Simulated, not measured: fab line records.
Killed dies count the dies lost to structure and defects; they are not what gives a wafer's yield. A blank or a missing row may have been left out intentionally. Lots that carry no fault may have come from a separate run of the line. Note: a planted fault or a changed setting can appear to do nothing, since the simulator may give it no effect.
Which of the tools did it? | flow n5_finfet | 12 lots (36 wafers sampled), 1 step of a 1938-step route

== WHAT THE GAUGES SHOWED, per wafer ==
N5_BEOL_M5_CD_MEAS_35: target cd 28 nm, target cd y 24 nm.
lot  | measured     | on        | cd_nm (nm)
L076 | day 8 11:01  | cd_sem-02 | 28.8 28.3 27.9
L077 | day 8 20:24  | cd_sem-02 | 28.3 27.9 28.1
L079 | day 9 05:38  | cd_sem-01 | 27.5 27.8 27.9
L082 | day 9 14:26  | cd_sem-03 | 27.7 27.6 28.3
L083 | day 9 20:48  | cd_sem-02 | 28.5 29.0 28.2
L088 | day 13 01:04 | cd_sem-03 | 27.7 27.1 28.2
L094 | day 13 10:06 | cd_sem-02 | 28.6 28.9 28.2
L090 | day 13 14:14 | cd_sem-01 | 28.2 27.6 28.5
L092 | day 14 00:13 | cd_sem-01 | 27.9 28.2 28.2
L087 | day 14 12:22 | cd_sem-01 | 27.3 28.0 28.0
L093 | day 14 16:57 | cd_sem-02 | 27.9 28.0 27.7
L097 | day 15 09:16 | cd_sem-02 | 27.6 28.6 27.9

== WHAT TOOL EACH LOT RAN ON (gives the tool, then ch and the chambers of the sampled wafers, and finally the start) ==
The record holds no process step before these readings.

== THE ANSWER, worked out from the rows above alone ==
Rule: the usual values come from the lots themselves. The widest of any qualifying gaps counts: lots, ordered by their means at a reading, are off when they make up no more than a third of the lots, leave a main group of 4 or more, and stand apart from it by 3 or more times the standard deviation of that group's means. A main group whose means are all the same, to the digits that the tables above print for the reading, isn't used. A lot without any number at a reading at which 4 lots or more have one is off too. The other lots that the step has rows for count as sound.
No lot is off at any reading shown: from this, nothing can be told.

== WHAT THE SIMULATOR PUT IN ==
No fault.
